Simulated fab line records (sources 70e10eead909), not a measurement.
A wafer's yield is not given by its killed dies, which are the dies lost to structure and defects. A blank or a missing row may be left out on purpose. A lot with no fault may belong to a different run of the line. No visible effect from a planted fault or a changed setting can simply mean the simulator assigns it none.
Commonality check across tools + flow nand-harc + 45 wafers sampled across 12 lots

## REASON IT WAS OPENED
Flagged at NHARC_P_M1_OVL_MEAS_10: reading overlay-x-nm, on 3 of 12 lots. Fault-free wafers read 0.2 nm, with a standard deviation of 0.79.
Rule: flag the lot when none of its wafers has a number, or when each of its wafers that has one lies beyond 4 standard deviations from that mean. All remaining lots are regarded as sound.

| lot  | measured     | on         | overlay-x-nm (nm), wafer by wafer | flag    |
|------|--------------|------------|-----------------------------------|---------|
| L979 | day 6 08:31  | overlay-01 | 0.7 0.2 0.4                       |         |
| L980 | day 6 21:17  | overlay-01 | 1.2 0.5 0.9                       |         |
| L981 | day 7 09:53  | overlay-01 | -1.0 -1.3 -1.0                    |         |
| L982 | day 7 19:36  | overlay-01 | -0.7 0.1 0.3                      |         |
| L983 | day 8 06:37  | overlay-02 | 0.3 0.4 0.6                       |         |
| L984 | day 8 18:39  | overlay-02 | -0.6 -0.1 -0.3                    |         |
| L985 | day 9 00:20  | overlay-01 | 0.6 0.6 0.6                       |         |
| L986 | day 9 16:29  | overlay-01 | -0.6 -0.7 -0.2                    |         |
| L987 | day 9 21:53  | overlay-02 | 9.5 9.4 9.6 9.4 9.4 9.3           | FLAGGED |
| L991 | day 11 15:04 | overlay-01 | 10.5 11.5 10.8 10.7 10.9 11.1     | FLAGGED |
| L995 | day 13 12:28 | overlay-02 | 12.0 12.2 12.4 12.1 12.0 11.8     | FLAGGED |
| L100 | day 16 03:20 | overlay-02 | 0.8 0.2 0.6                       |         |
On average the flagged lots' numbers are 10.8 nm, which is +10.6 nm against the usual, or +13 standard deviations.

## EACH LOT AND THE TOOL IT RAN ON
Before the reading, the record contains 3 process steps out of a 1302-step route. Every cell lists first the tool, next ch and the chambers used by the sampled wafers, and last the start.
| lot  | flag    | NHARC_P_M0_PRE_CLEAN_29                 | NHARC_P_M0_DEP_32               | NHARC_P_M1_EXPOSE_06               |
|------|---------|-----------------------------------------|---------------------------------|------------------------------------|
| L979 |         | pvd-sputter-03, day 6 07:16 or earlier  | pecvd-04 ch 0,1,2, day 6 07:16  | arfi-scanner-03 ch 0, day 6 08:17  |
| L980 |         | pvd-sputter-01, day 6 20:02 or earlier  | pecvd-03 ch 0,1, day 6 20:02    | arfi-scanner-01 ch 0, day 6 21:04  |
| L981 |         | pvd-sputter-02, day 7 08:33 or earlier  | pecvd-01 ch 0,1,2, day 7 08:33  | arfi-scanner-03 ch 0, day 7 09:40  |
| L982 |         | pvd-sputter-01, day 7 18:19 or earlier  | pecvd-03 ch 0,2, day 7 18:19    | arfi-scanner-01 ch 0, day 7 19:23  |
| L983 |         | pvd-sputter-01, day 8 05:16 or earlier  | pecvd-03 ch 0,2, day 8 05:16    | arfi-scanner-03 ch 0, day 8 06:22  |
| L984 |         | pvd-sputter-02, day 8 17:29 or earlier  | pecvd-01 ch 0,2, day 8 17:29    | arfi-scanner-03 ch 0, day 8 18:26  |
| L985 |         | pvd-sputter-02, day 8 23:08 or earlier  | pecvd-01 ch 0,1,2, day 8 23:08  | arfi-scanner-03 ch 0, day 9 00:06  |
| L986 |         | pvd-sputter-03, day 9 15:12 or earlier  | pecvd-03 ch 0,2, day 9 15:12    | arfi-scanner-01 ch 0, day 9 16:17  |
| L987 | FLAGGED | pvd-sputter-03, day 9 20:35 or earlier  | pecvd-01 ch 0,1, day 9 20:35    | arfi-scanner-03 ch 0, day 9 21:40  |
| L991 | FLAGGED | pvd-sputter-02, day 11 13:49 or earlier | pecvd-04 ch 0,1,2, day 11 13:49 | arfi-scanner-03 ch 0, day 11 14:51 |
| L995 | FLAGGED | pvd-sputter-01, day 13 11:08 or earlier | pecvd-04 ch 0,2, day 13 11:08   | arfi-scanner-03 ch 0, day 13 12:14 |
| L100 |         | pvd-sputter-02, day 16 01:13 or earlier | pecvd-03 ch 2, day 16 01:13     | arfi-scanner-02 ch 0, day 16 03:07 |
What is done by these steps:
- NHARC_P_M0_PRE_CLEAN_29: time 30 s.
- NHARC_P_M0_DEP_32: deposits SiCN, target thk 30 nm.
- NHARC_P_M1_EXPOSE_06: exposes mask P M1, target cd 130 nm.
- NHARC_P_M1_OVL_MEAS_10: pitch 260 nm.

## FLAGGED AGAINST TOTAL, ONE TOOL AT A TIME (gauges that did the reading follow at the end)
| step                    | tool            | lots run | flagged | share of the flagged lots | sound lots run after its first flagged lot |
|-------------------------|-----------------|----------|---------|---------------------------|--------------------------------------------|
| NHARC_P_M0_PRE_CLEAN_29 | pvd-sputter-01  | 4        | 1       | some                      | 0                                          |
| NHARC_P_M0_PRE_CLEAN_29 | pvd-sputter-02  | 5        | 1       | some                      | 1 (L100)                                   |
| NHARC_P_M0_PRE_CLEAN_29 | pvd-sputter-03  | 3        | 1       | some                      | 0                                          |
| NHARC_P_M0_DEP_32       | pecvd-01        | 4        | 1       | some                      | 0                                          |
| NHARC_P_M0_DEP_32       | pecvd-03        | 5        | 0       | none                      | -                                          |
| NHARC_P_M0_DEP_32       | pecvd-04        | 3        | 2       | some                      | 0                                          |
| NHARC_P_M1_EXPOSE_06    | arfi-scanner-01 | 3        | 0       | none                      | -                                          |
| NHARC_P_M1_EXPOSE_06    | arfi-scanner-02 | 1        | 0       | none                      | -                                          |
| NHARC_P_M1_EXPOSE_06    | arfi-scanner-03 | 8        | 3       | all                       | 0                                          |
| NHARC_P_M1_OVL_MEAS_10  | overlay-01      | 7        | 1       | some                      | 0                                          |
| NHARC_P_M1_OVL_MEAS_10  | overlay-02      | 5        | 2       | some                      | 1 (L100)                                   |
NHARC_P_M0_PRE_CLEAN_29: start missing for some lots; hours and lot order therefore follow NHARC_P_M0_DEP_32.

## WHAT THE TABLE PERMITS
1 row of the table ran every flagged lot: arfi-scanner-03 at NHARC_P_M1_EXPOSE_06.
- arfi-scanner-03 at NHARC_P_M1_EXPOSE_06: 3 of its 8 lots flagged. It ran its last sound lot, L985, at day 9 00:06 and its first flagged lot, L987, at day 9 21:40: a fault with its onset between the two fits.
Just one tool remains: arfi-scanner-03 at NHARC_P_M1_EXPOSE_06.

## WHAT THE SIMULATOR PUT IN
Scanner matching overlay: arfi-scanner-03, from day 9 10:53 on, at NHARC_P_M1_EXPOSE_06. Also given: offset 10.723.
Lots struck among those shown: L987, L991, L995. The rule above found the same.
